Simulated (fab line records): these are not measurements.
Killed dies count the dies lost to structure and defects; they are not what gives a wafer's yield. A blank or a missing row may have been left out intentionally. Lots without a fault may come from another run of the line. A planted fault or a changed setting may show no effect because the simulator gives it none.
Check of tool commonality | flow n5-finfet | Sample size 12 lots and 36 wafers

## WHY IT WAS OPENED
Flagged at N5_BEOL_M9_OCD_MEAS_38: reading trench-depth-nm, on 3 of 12 lots. Wafers without a fault read 151.3 nm, standard deviation 2.1.
Rule: a lot gets a flag if all its wafers with a number sit over 4 standard deviations from that mean, or if no wafer of it has a number. The other lots count as sound.

lot  | measured     | on     | trench-depth-nm (nm), wafer by wafer | flag
L676 | day 10 14:12 | ocd-01 | 149.3 151.3 151.6                    |
L675 | day 11 10:05 | ocd-02 | 153.0 154.3 149.5                    |
L678 | day 11 10:17 | ocd-02 | 154.8 152.7 152.9                    |
L677 | day 11 18:47 | ocd-02 | 151.4 151.8 153.5                    |
L679 | day 12 15:31 | ocd-02 | 155.1 147.8 150.2                    |
L681 | day 12 20:26 | ocd-02 | 150.1 152.8 153.1                    |
L680 | day 12 20:29 | ocd-01 | 145.4 149.3 152.1                    |
L684 | day 13 08:09 | ocd-02 | 152.8 148.5 151.3                    |
L682 | day 13 08:55 | ocd-01 | 148.8 150.8 150.8                    |
L690 | day 14 07:59 | ocd-01 | 105.8 107.7 105.0                    | FLAGGED
L689 | day 14 15:11 | ocd-02 | 105.9 107.4 104.9                    | FLAGGED
L691 | day 15 06:14 | ocd-01 | 107.5 107.7 107.5                    | FLAGGED
The numbers of the flagged lots are 106.6 nm on average: -44.7 nm against the usual, or -21 standard deviations.

## LOT BY LOT: THE TOOL USED
The record holds 3 process steps before the reading, out of a route of 1938 steps. Cell contents, in order: the tool; ch with the chambers the sampled wafers went through; the start.
lot  | flag    | N5_BEOL_M9_STRIP_67                | N5_BEOL_M9_VIA_ETCH_34             | N5_BEOL_M9_TRENCH_ETCH_37
L676 |         | rie-diel-05 ch 0,2, day 10 11:23   | rie-diel-02 ch 0,2, day 10 13:55   | rie-diel-02 ch 0,2, day 10 14:01
L675 |         | rie-diel-02 ch 0,1, day 11 08:02   | rie-diel-05 ch 0,1,2, day 11 09:49 | rie-diel-05 ch 0,1,2, day 11 09:55
L678 |         | rie-diel-05 ch 0,1,2, day 11 08:47 | rie-diel-04 ch 1,3, day 11 10:01   | rie-diel-04 ch 1,3, day 11 10:07
L677 |         | rie-diel-02 ch 2,3, day 11 17:09   | rie-diel-04 ch 2,3, day 11 18:31   | rie-diel-04 ch 2,3, day 11 18:37
L679 |         | rie-diel-05 ch 0,2,3, day 12 12:58 | rie-diel-05 ch 0,2,3, day 12 15:15 | rie-diel-05 ch 0,2,3, day 12 15:21
L681 |         | rie-diel-02 ch 0,1,2, day 12 16:28 | rie-diel-04 ch 2,3, day 12 20:10   | rie-diel-04 ch 2,3, day 12 20:16
L680 |         | rie-diel-02 ch 1,2,3, day 12 17:44 | rie-diel-05 ch 0,1,3, day 12 20:13 | rie-diel-05 ch 0,1,3, day 12 20:19
L684 |         | rie-diel-04 ch 1,2,3, day 13 06:53 | rie-diel-04 ch 0,2,3, day 13 07:52 | rie-diel-04 ch 0,2,3, day 13 07:58
L682 |         | rie-diel-02 ch 1,2,3, day 13 07:10 | rie-diel-04 ch 0,1, day 13 08:38   | rie-diel-04 ch 0,1, day 13 08:44
L690 | FLAGGED | rie-diel-05 ch 0,2, day 14 06:25   | rie-diel-05 ch 0,2, day 14 07:35   | rie-diel-05 ch 0,2, day 14 07:44
L689 | FLAGGED | rie-diel-04 ch 0,1,3, day 14 13:50 | rie-diel-02 ch 1,2,3, day 14 14:55 | rie-diel-02 ch 1,2,3, day 14 15:01
L691 | FLAGGED | rie-diel-05 ch 1,2, day 15 03:52   | rie-diel-05 ch 1,2, day 15 05:51   | rie-diel-05 ch 1,2, day 15 06:00
What these steps do:
- N5_BEOL_M9_STRIP_67: strips in CF4.
- N5_BEOL_M9_VIA_ETCH_34: etches SiCOH lowk in C4F6/O2, target depth 182.4 nm, time 68.4 s.
- N5_BEOL_M9_TRENCH_ETCH_37: etches SiCOH lowk in C4F6/O2, target depth 151.43 nm, time 49 s.
- N5_BEOL_M9_OCD_MEAS_38

## FLAGGED AGAINST TOTAL, ONE TOOL AT A TIME (gauges that did the reading follow at the end)
step                      | tool        | lots run | flagged | share of the flagged lots | sound lots run after its first flagged lot
N5_BEOL_M9_STRIP_67       | rie-diel-02 | 5        | 0       | none                      | -
N5_BEOL_M9_STRIP_67       | rie-diel-04 | 2        | 1       | some                      | 0
N5_BEOL_M9_STRIP_67       | rie-diel-05 | 5        | 2       | some                      | 0
N5_BEOL_M9_VIA_ETCH_34    | rie-diel-02 | 2        | 1       | some                      | 0
N5_BEOL_M9_VIA_ETCH_34    | rie-diel-04 | 5        | 0       | none                      | -
N5_BEOL_M9_VIA_ETCH_34    | rie-diel-05 | 5        | 2       | some                      | 0
N5_BEOL_M9_TRENCH_ETCH_37 | rie-diel-02 | 2        | 1       | some                      | 0
N5_BEOL_M9_TRENCH_ETCH_37 | rie-diel-04 | 5        | 0       | none                      | -
N5_BEOL_M9_TRENCH_ETCH_37 | rie-diel-05 | 5        | 2       | some                      | 0
N5_BEOL_M9_OCD_MEAS_38    | ocd-01      | 5        | 2       | some                      | 0
N5_BEOL_M9_OCD_MEAS_38    | ocd-02      | 7        | 1       | some                      | 0

## WHAT THE TABLE PERMITS
No row of the table ran every flagged lot.

## WHAT HAD BEEN PUT IN BY THE SIMULATOR
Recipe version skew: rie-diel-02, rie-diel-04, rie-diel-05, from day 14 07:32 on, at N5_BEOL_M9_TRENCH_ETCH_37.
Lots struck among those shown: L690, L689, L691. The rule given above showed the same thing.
